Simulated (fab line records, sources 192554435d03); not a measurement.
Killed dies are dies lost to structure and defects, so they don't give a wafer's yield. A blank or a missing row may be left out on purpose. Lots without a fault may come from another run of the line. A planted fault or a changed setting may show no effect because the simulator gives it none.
Chamber matching | flow n5_finfet | N5_BEOL_M15_DEP_53 on pecvd-01: 3 sister chambers
The step deposits SiCN from 3MS/NH3, target thk 50 nm, time 17.8 s. 3 wafers are shown with their chamber, then 9 later ones without.

WAFERS WITH THEIR CHAMBER
wafer  | chamber | showerhead_plenum_p_Torr (Torr)
L090.1 | 2       | 4.163
L090.3 | 0       | 4.198
L090.5 | 1       | 4.197

WAFERS WITHOUT THEIR CHAMBER
wafer  | showerhead_plenum_p_Torr (Torr)
L095.1 | 4.193
L095.2 | 4.179
L095.4 | 4.201
L094.2 | 4.180
L094.3 | 4.191
L094.5 | 4.183
L096.4 | 4.168
L096.5 | 4.186
L096.6 | 4.194

WHICH CHAMBER EACH WENT THROUGH
wafer  | from the rows above          | in truth
L095.1 | can't be placed: 1 or 0      | 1
L095.2 | can't be placed: 2 or 1 or 0 | 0
L095.4 | can't be placed: 0 or 1      | 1
L094.2 | can't be placed: 2 or 1 or 0 | 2
L094.3 | can't be placed: 1 or 0      | 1
L094.5 | can't be placed: 1 or 0 or 2 | 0
L096.4 | 2                            | 2
L096.5 | can't be placed: 1 or 0 or 2 | 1
L096.6 | can't be placed: 1 or 0      | 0
Placed correctly: 1 of 9. Can't be placed from these rows: 8 (the true chamber is among the candidates in 8). Placed wrongly: 0.
How it was worked out, from the rows above alone: a wafer's distance from a chamber is the root of the sum, over the readings, of the square of ((its reading less the chamber's mean) divided by the reading's scatter). The wafer belongs to the nearest chamber; if the next one is less than 2 further off, it can't be placed. A chamber's mean is the mean of its shown wafers. The scatter: with one shown wafer a chamber, the root of the mean of the squares of how far each hidden wafer lies from its nearest shown one.
